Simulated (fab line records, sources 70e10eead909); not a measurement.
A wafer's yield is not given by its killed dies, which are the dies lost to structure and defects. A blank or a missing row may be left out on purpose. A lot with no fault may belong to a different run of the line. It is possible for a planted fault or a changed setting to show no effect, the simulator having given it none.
A lot that was struck, set against a sound lot / flow nand_harc / 14 out of 1302 route steps
Sound: the wafers L195.3, L195.4, L195.6. Wafers struck: L202.4, L202.5, L202.6. Last of all comes the cause.
Each step with rows lists, per side, the tool, then ch with its chambers, then its first start. Under that, the readings that differ: sound wafers / struck wafers / difference of the means / sigmas: that difference in standard deviations of wafers without a fault.
alike: same words and numbers on both sides, and readings whose means sit less than 2 such deviations apart. not compared: any withheld reading, any reading some wafer has no value for, any bound like >300 that may hide the same value, and any number with overlapping values for which the record gives no deviation.
A row with sigmas, a row that says differs or no value, or rows on one side alone: a step with any of these is where the two part. Numbers that have no deviation but don't overlap get no sigmas and don't part them. A reading missing from all wafers of one side parts the sides only when that side holds two or more wafers.

NHARC_A_CHANNEL_HOLE_D1_ETCH_44: etches the open film in CF4/O2, target depth 140 nm, overetch 14 nm, time 77 s.
  sound on rie_diel-11 ch 0,1,3, day 12 06:20; struck on rie_diel-11 ch 1,2,3, day 14 19:11
  alike: cf4_flow_sccm, drypump_motor_current_A, oes_product_au, rf_vpp_V, showerhead_plenum_p_Torr, throttle_valve_pct
  not compared: rf_hours_counter_h
NHARC_A_CHANNEL_HOLE_D1_STRIP_27: strips in O2.
  sound on rie_diel-11 ch 0,3; struck on rie_diel-11 ch 0,3
  alike: drypump_motor_current_A, oes_product_au, rf_vpp_V, showerhead_plenum_p_Torr, throttle_valve_pct
  not compared: rf_hours_counter_h
then, 2 steps without rows for these wafers: NHARC_A_CHANNEL_HOLE_D1_PRECLEAN_28 (cleans in SC1); NHARC_A_CHANNEL_HOLE_D1_SRD_29.
NHARC_A_CHANNEL_HOLE_D1_CD_MEAS_30:
  sound on cd_sem-01 at day 12 07:08; struck on cd_sem-02 at day 14 19:57
  alike: cd_nm
NHARC_A_CHANNEL_HOLE_D1_XSEM_31:
  sound on xsem-02 ch 0, day 12 07:14; struck on xsem-02 ch 0, day 14 20:03
  alike: bot_cd_nm, bow_nm, tilt_deg
NHARC_A_CHANNEL_HOLE_D1_INSPECT_40:
  sound on defect_inspect-01 at day 12 07:19; struck on defect_inspect-01 at day 14 20:08
reading=raw_defect_count; sound=38 39 48; struck=99 96 99; difference=+56; sigmas=+2
then, 4 steps without rows for these wafers: NHARC_A_CHANNEL_FILL_D1_PRECLEAN_00 (cleans in SC1); NHARC_A_CHANNEL_FILL_D1_SRD_01; NHARC_A_CHANNEL_FILL_D1_ALD_02 (deposits SiO2, target thk 6 nm, pulse time 10 s, ald cycles 60); NHARC_A_CHANNEL_FILL_D1_ALD_03 (deposits SiNx, target thk 6 nm, pulse time 60 s, ald cycles 58).
NHARC_A_CHANNEL_FILL_D1_ALD_14: deposits SiO2, target thk 2.5 nm, pulse time 10 s, ald cycles 25.
  sound on ald_hk-03 ch 2,3, day 12 12:13; struck on ald_hk-03 ch 1,2,3, day 15 02:50
  alike: ald_cycles, heater_power_outer_w, heater_power_w, precursor_pulse_height_rel
NHARC_A_CHANNEL_FILL_D1_ALD_15: deposits SiNx, target thk 2 nm, pulse time 60 s, ald cycles 19.
  sound on ald_sin_batch-01 ch 0, day 12 15:04; struck on ald_sin_batch-01 ch 0, day 15 05:51
reading=ald_cycles; sound=19 19 19; struck=22 22 22; difference=+3; sigmas=
  alike: precursor_pulse_height_rel
NHARC_A_CHANNEL_FILL_D1_ALD_16: deposits SiO2, target thk 1.5 nm, pulse time 10 s, ald cycles 15.
  sound on ald_hk-04 ch 0,1,2, day 12 17:08; struck on ald_hk-03 ch 0,3, day 15 07:55
  alike: ald_cycles, heater_power_outer_w, heater_power_w, precursor_pulse_height_rel

## WHERE THEY PART
Within this record, at NHARC_A_CHANNEL_HOLE_D1_INSPECT_40 only. Later steps at which nothing parts them and some readings are alike: NHARC_A_CHANNEL_FILL_D1_ALD_14, NHARC_A_CHANNEL_FILL_D1_ALD_15, NHARC_A_CHANNEL_FILL_D1_ALD_16.

WHY: what the simulator had put in
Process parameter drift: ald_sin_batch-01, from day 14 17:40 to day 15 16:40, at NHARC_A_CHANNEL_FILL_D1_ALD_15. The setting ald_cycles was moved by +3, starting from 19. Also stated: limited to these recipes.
